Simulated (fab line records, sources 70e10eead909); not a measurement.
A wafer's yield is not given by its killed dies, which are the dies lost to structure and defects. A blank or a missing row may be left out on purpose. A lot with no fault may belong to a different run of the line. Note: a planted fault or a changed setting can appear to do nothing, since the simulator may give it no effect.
A struck lot beside a sound one + flow nand-harc + 14 out of 1159 route steps
Sound: these wafers, L204.1, L204.4, L204.5. Struck: wafer L208.5 (left out: L208.3, L208.6 of the same lot, which were not struck); the cause appears at the end.
For every step that has rows: the tool of each side, followed by ch and its chambers, followed by its first start. Under that, the readings that differ: sound wafers + struck wafers + difference of the means + sigmas: that difference in standard deviations of wafers without a fault.
alike: same words and numbers on both sides, and readings whose means sit less than 2 such deviations apart. not compared: any withheld reading, any reading some wafer has no value for, any bound like >300 that may hide the same value, and any number with overlapping values for which the record gives no deviation.
A row with sigmas, a row that says differs or no value, or rows on one side alone: a step with any of these is where the two part. When numbers do not overlap yet have no deviation, they are printed without sigmas and do not part them. Lack of a reading on every wafer of one side parts them only where that side has two or more wafers.

first, 7 steps without rows for these wafers: NHARC_A_M0_COAT_33 (time 65 s); NHARC_A_M0_COAT_03 (resist thk 90 nm); NHARC_A_M0_SOFTBAKE_04 (time 55 s); NHARC_A_M0_EBR_05; NHARC_A_M0_EXPOSE_06 (exposes mask A M0, target cd 80 nm); NHARC_A_M0_PEB_07 (peb time 65 s); NHARC_A_M0_DEVELOP_08 (develop time 35 s).
NHARC_A_M0_CD_MEAS_09: target cd 80 nm.
  sound on cd-sem-01 ch 0, day 19 09:56; struck on cd-sem-03 ch 0, day 20 09:58
  alike: cd-nm
NHARC_A_M0_OVL_MEAS_10: pitch 160 nm.
  struck on overlay-02, day 20 10:03; sound on overlay-02, day 19 10:01
  alike: overlay-x-nm, overlay-y-nm
NHARC_A_M0_INSPECT_11:
  struck on defect-inspect-01, day 20 10:05; sound on defect-inspect-01, day 19 10:04
  alike: raw-defect-count
NHARC_A_M0_DESCUM_14: chemistry O2, time 3 s.
  sound on rie-diel-12 ch 1,2,3, day 19 10:08; struck on rie-diel-12 ch 3, day 20 10:09
  alike: drypump-motor-current-A, mfc-ar-sccm, o2-flow-sccm, oes-product-au, rf-vpp-V, showerhead-plenum-p-Torr, throttle-valve-pct
  not compared: rf-hours-counter-h
NHARC_A_M0_ETCH_34: etches the open film in N2/H2, target depth 40 nm, overetch 12 nm, time 43.94 s.
  sound on rie-diel-12 ch 0,1, day 19 10:12; struck on rie-diel-12 ch 1, day 20 10:15
  alike: drypump-motor-current-A, mfc-ar-sccm, oes-product-au, rf-vpp-V, run-length-s, showerhead-plenum-p-Torr, throttle-valve-pct
  not compared: rf-hours-counter-h
NHARC_A_M0_ETCH_15: etches the open film in C4F8/Ar, target depth 150 nm, overetch 15 nm, time 82.5 s.
  sound on rie-diel-12 ch 0,1,2, day 19 10:17; struck on rie-diel-12 ch 0, day 20 10:20
| reading          | sound             | struck | difference | sigmas |
|------------------|-------------------|--------|------------|--------|
| run-length-s (s) | 103.2 104.6 103.8 | 98.4   | -5.5       | -12    |
  alike: oes-product-au, rf-vpp-V
  not compared: rf-hours-counter-h
NHARC_A_M0_CD_MEAS_16:
  struck on cd-sem-01, day 20 10:29; sound on cd-sem-03, day 19 10:25
  alike: cd-nm

WHERE THEY PART
At NHARC_A_M0_ETCH_15 and nowhere else, as far as this record goes. Later steps at which nothing parts them and some readings are alike: NHARC_A_M0_CD_MEAS_16.

WHY: the cause the simulator had injected
rie-diel-12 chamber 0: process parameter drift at NHARC_A_M0_ETCH_15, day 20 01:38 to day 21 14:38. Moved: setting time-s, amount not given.
